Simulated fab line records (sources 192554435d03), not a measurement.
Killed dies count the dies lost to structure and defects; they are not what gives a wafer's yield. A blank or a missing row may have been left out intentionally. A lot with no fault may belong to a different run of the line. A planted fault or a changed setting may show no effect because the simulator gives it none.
Chamber matching / flow n5-finfet / N5_BEOL_M12_ETCH_67 on rie-diel-03: 4 sister chambers
The step etches SiARC in CF4, target depth 143 nm, time 238.3 s. 4 wafers are shown with their chamber, then 7 later ones without.

== WAFERS, EACH WITH ITS CHAMBER ==
wafer=L082.3; chamber=3; drypump-motor-current-A (A)=5.4
wafer=L091.1; chamber=1; drypump-motor-current-A (A)=6.3
wafer=L092.1; chamber=2; drypump-motor-current-A (A)=5.3
wafer=L092.4; chamber=0; drypump-motor-current-A (A)=5.8

== WAFERS WHOSE CHAMBER IS MISSING ==
wafer=L092.6; drypump-motor-current-A (A)=5.3
wafer=L096.4; drypump-motor-current-A (A)=5.5
wafer=L096.5; drypump-motor-current-A (A)=5.4
wafer=L096.6; drypump-motor-current-A (A)=5.5
wafer=L097.1; drypump-motor-current-A (A)=5.3
wafer=L097.4; drypump-motor-current-A (A)=5.8
wafer=L097.5; drypump-motor-current-A (A)=5.4

== EACH ONE'S CHAMBER ==
wafer=L092.6; from the rows above=can't be placed: 2 or 3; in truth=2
wafer=L096.4; from the rows above=can't be placed: 3 or 2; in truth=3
wafer=L096.5; from the rows above=can't be placed: 3 or 2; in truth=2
wafer=L096.6; from the rows above=can't be placed: 3 or 2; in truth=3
wafer=L097.1; from the rows above=can't be placed: 2 or 3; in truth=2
wafer=L097.4; from the rows above=0; in truth=0
wafer=L097.5; from the rows above=can't be placed: 3 or 2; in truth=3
1 of 7 placed correctly. Cannot be placed on the basis of these rows: 6; the candidates contain the true chamber in 6. 0 placed wrongly.
How it was worked out, from the rows above alone: a wafer's distance from a chamber is the root of the sum, over the readings, of the square of ((its reading less the chamber's mean) divided by the reading's scatter). If the next closest chamber is less than 2 further off than the closest, the wafer can't be placed; otherwise it belongs to the closest. Each chamber's mean is taken over the wafers shown for it. The scatter: root of mean squared gap, hidden wafer to nearest shown wafer, with one shown wafer a chamber.
